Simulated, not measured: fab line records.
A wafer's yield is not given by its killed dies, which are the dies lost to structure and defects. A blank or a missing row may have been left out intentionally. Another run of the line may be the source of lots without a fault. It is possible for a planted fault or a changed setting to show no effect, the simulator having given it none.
Split-lot trial ; flow n5 finfet ; 7 lots, 21 wafers read, on a route of 1938 steps

## THE SPLIT ITSELF
At N5_MIM_BOT_ETCH_ETCH_00 (etches TiN in Cl2/BCl3, target depth 45.5 nm), the setting icp w was moved away from the recipe's 1000 W on 6 of the 21 wafers read, by -12.4% to +16.3%. The other wafers ran this setting at the recipe's value.

The reading is taken at the split's own step.

## THE READING
etch.depth nm (the simulator's own value, which no gauge read), in nm, at N5_MIM_BOT_ETCH_ETCH_00 (etches TiN in Cl2/BCl3, target depth 45.5 nm). No usual value for it is given in the file. Average 46.01 nm, standard deviation 0.56 nm, over the 15 wafers here run with the recipe.

wafer;tool, chamber at the split;icp w as run, W;against the recipe;etch.depth nm, nm;against lot-mates on the recipe
L074.3;rie metal-01, 0;1000;recipe;45.33;-
L074.4;rie metal-01, 1;1000;recipe;46.22;-
L074.6;rie metal-01, 0;1000;recipe;45.21;-
L078.3;rie metal-02, 1;1097;+9.7%;49.11;+2.64
L078.4;rie metal-02, 0;1000;recipe;46.47;-
L078.5;rie metal-02, 1;1097;+9.7%;49.36;+2.89
L080.1;rie metal-03, 0;1000;recipe;46.89;-
L080.5;rie metal-03, 0;1000;recipe;46.75;-
L080.6;rie metal-03, 1;1000;recipe;46.14;-
L083.1;rie metal-02, 0;1000;recipe;45.76;-
L083.4;rie metal-02, 0;876.2;-12.4%;40.75;-4.69
L083.5;rie metal-02, 0;1000;recipe;45.11;-
L084.3;rie metal-01, 0;1163;+16.3%;51.97;+5.78
L084.4;rie metal-01, 1;1000;recipe;46.67;-
L084.5;rie metal-01, 0;1000;recipe;45.71;-
L093.2;rie metal-01, 1;900.7;-9.9%;42.38;-3.76
L093.4;rie metal-01, 1;1000;recipe;46.65;-
L093.6;rie metal-01, 0;1000;recipe;45.63;-
L094.2;rie metal-03, 1;1000;recipe;45.8;-
L094.5;rie metal-03, 0;1092;+9.2%;49.85;+4.02
L094.6;rie metal-03, 1;1000;recipe;45.87;-

FIT RESULTS
A straight line over all 21 wafers: etch.depth nm changes by +0.376 nm for each +1% of icp w; r = +0.98; the points scatter about the line by 0.54 nm.
The same after taking each lot's own level away (the mean of its wafers on the recipe; 21 wafers): +0.356 nm for each +1%; r = +0.98; scatter 0.44 nm.
The reading moves by 5.8 nm for the largest change in icp w, on that fit.
Across the lots, their own levels run from 45.435 to 46.593 nm, a range of 2.1 times the standard deviation given above.
Consequently the slope shifts little with the lot-to-lot level, the two slopes agreeing.
Check: for one of the wafers moved furthest among these (+16.3%), held out of the fit, the line's prediction against its lot-mates is +5.73 nm. Against them it came out at +5.78 nm.

## FURTHER SPLITS ON THESE WAFERS
Before the reading, these wafers also passed through other splits. Each is held against what the fit with the lots' levels taken away leaves over:
other split on the same wafers;wafers away from the commonest value;r with etch.depth nm (lot level and that fit taken away)
N5_MIM_BOT_LITHO_EXPOSE_05 dose mj;7;+0.04

## FILE'S OWN FIT
etch.depth nm changes by +0.364 nm for each +1% of icp w, r = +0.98.
